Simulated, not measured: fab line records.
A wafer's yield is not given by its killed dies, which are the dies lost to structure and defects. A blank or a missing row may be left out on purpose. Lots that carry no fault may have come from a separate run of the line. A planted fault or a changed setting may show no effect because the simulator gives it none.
A struck lot beside a sound one + flow n5 finfet + 32 steps out of a route of 1938
Sound: the wafers L753.1, L753.3, L753.5. Struck: wafer L765.4 (left out: L765.3, L765.6 of the same lot, which were not struck); the cause appears at the end.
At each step with rows: each side's tool, then ch and its chambers, then its first start. Under that, the readings that differ: sound wafers + struck wafers + difference of the means + sigmas: that difference in standard deviations of wafers without a fault.
alike: same words and numbers on both sides, and readings whose means sit less than 2 such deviations apart. not compared: any withheld reading, any reading some wafer has no value for, any bound like >300 that may hide the same value, and any number with overlapping values for which the record gives no deviation.
Wherever a step has rows on one side only, a row that says differs or no value, or a row with sigmas, the two part there. When numbers do not overlap yet have no deviation, they are printed without sigmas and do not part them. A reading that every wafer of one side lacks parts them only if that side has two wafers or more.

first, 7 steps without rows for these wafers: N5_BEOL_M8_COAT_60 (time 60 s, resist thk 35 nm); N5_BEOL_M8_COAT_05 (resist thk 90 nm); N5_BEOL_M8_EBR_07; N5_BEOL_M8_SOFTBAKE_06 (time 60 s); N5_BEOL_M8_EXPOSE_08 (exposes mask M8); N5_BEOL_M8_PEB_09 (peb time 60 s); N5_BEOL_M8_DEVELOP_10 (develop time 30 s).
N5_BEOL_M8_CD_MEAS_11: target cd 38.5 nm.
  sound on cd sem-02 ch 0, day 10 20:02; struck on cd sem-03 ch 0, day 13 18:17
  alike: cd nm
N5_BEOL_M8_OVL_MEAS_12:
  sound on overlay-01 ch 0, day 10 20:04; struck on overlay-02 ch 0, day 13 18:18
  alike: M8_OVL
N5_BEOL_M8_INSPECT_13: inspects for defects (brightfield).
  struck on defect inspect-02, day 13 18:20; sound on defect inspect-02, day 10 20:05
  alike: raw defect count
N5_BEOL_M8_DESCUM_16: chemistry O2, time 7.9 s.
  sound on rie diel-03 ch 1,3, day 10 20:07; struck on rie diel-03 ch 0, day 13 18:35
  alike: bias power w, drypump motor current A, oes product au, rf vpp V, showerhead plenum p Torr, throttle valve pct
  not compared: rf hours counter h
then, 1 step without rows for these wafers: N5_BEOL_M8_ETCH_61 (etches SiARC in CF4, target depth 45.5 nm, time 75.8 s).
N5_BEOL_M8_ETCH_62: etches SOC in N2/H2, target depth 110 nm, overetch 22 nm, time 165 s.
  sound on rie diel-03 ch 1,3, day 10 20:13; struck on rie diel-03 ch 0, day 13 18:40
  alike: drypump motor current A, oes product au, rf vpp V, showerhead plenum p Torr, throttle valve pct
  not compared: rf hours counter h
then, 1 step without rows for these wafers: N5_BEOL_M8_STRIP_68 (strips in N2/H2).
N5_BEOL_M8_STRIP_67: strips in CF4.
  sound on rie diel-03 ch 1,3, day 10 20:22; struck on rie diel-03 ch 0, day 13 18:49
  alike: bias power w, drypump motor current A, oes product au, power w, rf vpp V, showerhead plenum p Torr, throttle valve pct
  not compared: rf hours counter h
N5_BEOL_M8_HM_OPEN_17: chemistry Cl2/BCl3, target TiN, target depth 20 nm, overetch 6 nm.
  sound on rie metal-03 ch 1, day 10 20:24; struck on rie metal-02 ch 1, day 13 18:55
  alike: drypump motor current A, oes product au, throttle valve pct
  not compared: rf hours counter h
N5_BEOL_M8_STRIP_19: strips in O2.
  sound on rie diel-02 ch 2,3, day 10 20:31; struck on rie diel-05 ch 3, day 13 19:08
| reading               | sound          | struck | difference | sigmas |
|-----------------------|----------------|--------|------------|--------|
| oes product au (a.u.) | 0.94 0.80 0.93 | 0.68   | -0.21      | -3     |
| rf vpp V (V)          | 2.7 3.1 5.1    | 5.4    | +1.8       | +3     |
  alike: drypump motor current A, showerhead plenum p Torr, throttle valve pct
  not compared: rf hours counter h
N5_BEOL_M8_CD_MEAS_18: pitch 80 nm, target cd 40 nm.
  struck on cd sem-03, day 13 19:13; sound on cd sem-01, day 10 20:35
| reading    | sound          | struck | difference | sigmas |
|------------|----------------|--------|------------|--------|
| cd nm (nm) | 40.4 40.9 40.6 | 39.4   | -1.2       | -3     |
then, 9 steps without rows for these wafers: N5_BEOL_M8_COAT_63 (time 60 s, resist thk 60 nm); N5_BEOL_M8_COAT_64 (time 60 s, resist thk 12 nm); N5_BEOL_M8_COAT_71 (time 60 s, resist thk 5 nm); N5_BEOL_M8_COAT_22 (resist thk 30 nm); N5_BEOL_M8_EBR_24; N5_BEOL_M8_SOFTBAKE_23 (time 60 s); N5_BEOL_M8_EXPOSE_25 (exposes mask V7, target cd 40 nm); N5_BEOL_M8_PEB_26 (peb time 60 s); N5_BEOL_M8_DEVELOP_27 (develop time 30 s).
N5_BEOL_M8_CD_MEAS_28: target cd 40 nm.
  sound on cd sem-01 ch 0, day 10 20:53; struck on cd sem-02 ch 0, day 13 22:11
  alike: cd nm
N5_BEOL_M8_OVL_MEAS_29:
  sound on overlay-01 ch 0, day 10 20:55; struck on overlay-02 ch 0, day 13 22:14
  alike: V7_OVL
N5_BEOL_M8_INSPECT_30: inspects for defects (brightfield).
  struck on defect inspect-02, day 13 22:17; sound on defect inspect-02, day 10 20:59
| reading          | sound       | struck | difference | sigmas |
|------------------|-------------|--------|------------|--------|
| raw defect count | 382 542 438 | 1569   | +1115      | +12    |
N5_BEOL_M8_DESCUM_33: chemistry O2, time 7 s.
  sound on rie diel-02 ch 1,2, day 10 21:10; struck on rie diel-05 ch 3, day 13 22:22
| reading               | sound          | struck | difference | sigmas |
|-----------------------|----------------|--------|------------|--------|
| oes product au (a.u.) | 0.85 0.92 0.92 | 0.68   | -0.22      | -3     |
  alike: bias power w, drypump motor current A, rf vpp V, showerhead plenum p Torr, throttle valve pct
  not compared: rf hours counter h
-- the record jumps here: 3 days lie between the struck wafers' starts before and after (it left off in module BEOL_M8 and takes up again in module PASSIVATION, whose first step shown is number 1936 of the route) --
N5_PASSIVATION_PROBE_49:
  only the struck wafers here have rows in the record (prober-01, day 17 05:17); the sound ones have none

## WHERE THEY PART
First at N5_BEOL_M8_STRIP_19; last, within this record, at N5_PASSIVATION_PROBE_49.

WHY: what the simulator had put in
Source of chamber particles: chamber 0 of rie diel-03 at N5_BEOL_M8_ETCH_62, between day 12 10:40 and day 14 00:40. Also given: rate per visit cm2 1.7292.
